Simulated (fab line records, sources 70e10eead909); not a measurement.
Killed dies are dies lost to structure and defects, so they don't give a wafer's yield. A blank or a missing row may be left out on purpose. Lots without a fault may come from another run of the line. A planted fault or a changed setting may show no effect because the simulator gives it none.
A struck lot beside a sound one | flow nand_harc | 15 steps out of a route of 1302
Sound: wafers L837.2, L837.4, L837.5. Struck: wafer L830.6. (L830.1, L830.3 of the same lot were not struck and are left out.) The cause comes at the end.
At each step with rows: each side's tool, then ch and its chambers, then its first start. Under that, the readings that differ: sound wafers | struck wafers | difference of the means | sigmas: that difference in standard deviations of wafers without a fault.
alike: readings whose means differ by less than 2 such deviations, and words and numbers that are the same on both sides. not compared: withheld readings, readings that some wafer has no value for, bounds like >300 that may hide the same value, and numbers for which the record gives no deviation and whose values overlap.
The two part at a step that has a row with sigmas, a row that says differs or no value, or rows on one side only. Numbers that don't overlap but have no deviation are shown without sigmas and don't part them. A reading that every wafer of one side lacks parts them only if that side has two wafers or more.

NHARC_A_DECK1_JOINT_CMP_02: polishes SiOx.
  sound on cmp-04 ch 1,2,3, day 18 08:38; struck on cmp-03 ch 0, day 15 16:20
  alike: motor_current_A
then, 1 step without rows for these wafers: NHARC_A_DECK1_JOINT_SRD_15.
NHARC_A_DECK1_JOINT_DEP_16: deposits SiO2, target thk 45 nm.
  sound on pecvd-01 ch 0,1,2, day 18 09:01; struck on pecvd-01 ch 2, day 15 16:41
  alike: heater_power_w, throttle_valve_pct
NHARC_A_DECK1_JOINT_THK_MEAS_17: measures by ellipsometry.
  sound on film_metro-01, day 18 09:17; struck on film_metro-02, day 15 16:58
  alike: thk_nm
NHARC_A_DECK1_JOINT_INSPECT_05:
  sound on defect_inspect-01, day 18 09:20; struck on defect_inspect-01, day 15 16:59
  alike: raw_defect_count
then, 1 step without rows for these wafers: NHARC_A_ONON_D2_DEP_00 (target thk 1000 nm).
NHARC_A_ONON_D2_THK_MEAS_02: measures by ellipsometry.
  sound on film_metro-01, day 18 09:55; struck on film_metro-02, day 15 17:34
  alike: thk_nm
then, 1 step without rows for these wafers: NHARC_A_ONON_D2_DEP_03 (target thk 1000 nm).
NHARC_A_ONON_D2_THK_MEAS_05: measures by ellipsometry.
  sound on film_metro-02, day 18 10:28; struck on film_metro-02, day 15 18:08
  alike: thk_nm
then, 1 step without rows for these wafers: NHARC_A_ONON_D2_DEP_06 (target thk 1000 nm).
NHARC_A_ONON_D2_THK_MEAS_08: measures by ellipsometry.
  sound on film_metro-01, day 18 11:02; struck on film_metro-02, day 15 18:42
  alike: thk_nm
NHARC_A_ONON_D2_DEP_09: target thk 1000 nm.
  sound on pecvd_onon-01 ch 0, day 18 11:08; struck on pecvd_onon-03 ch 0, day 15 18:46
NHARC_A_ONON_D2_THK_MEAS_11: measures by ellipsometry.
  sound on film_metro-01, day 18 11:35; struck on film_metro-02, day 15 19:16
  reading     | sound       | struck | difference | sigmas
  thk_nm (nm) | 998 999 999 | 1430   | +431       | +43
then, 1 step without rows for these wafers: NHARC_A_ONON_D2_DEP_12 (target thk 1000 nm).
-- the record jumps here: 12 days lie between the struck wafers' starts before and after (it left off in module A_ONON_D2 and takes up again in module END, whose first step shown is number 1302 of the route) --
NHARC_END_SORT_01:
  sound on prober-01 ch 0, day 29 23:33; struck on prober-01 ch 0, day 28 05:34
  reading         | sound    | struck | difference | sigmas
  killed_at_array | 41 46 33 | 675    | +635       | +28
  killed_dies     | 45 49 40 | 677    | +632       | +27
  alike: killed_at_other, killed_at_periphery, killed_open, killed_short

WHERE THEY PART
First at NHARC_A_ONON_D2_THK_MEAS_11; last, within this record, at NHARC_END_SORT_01.

WHY: what the simulator had put in
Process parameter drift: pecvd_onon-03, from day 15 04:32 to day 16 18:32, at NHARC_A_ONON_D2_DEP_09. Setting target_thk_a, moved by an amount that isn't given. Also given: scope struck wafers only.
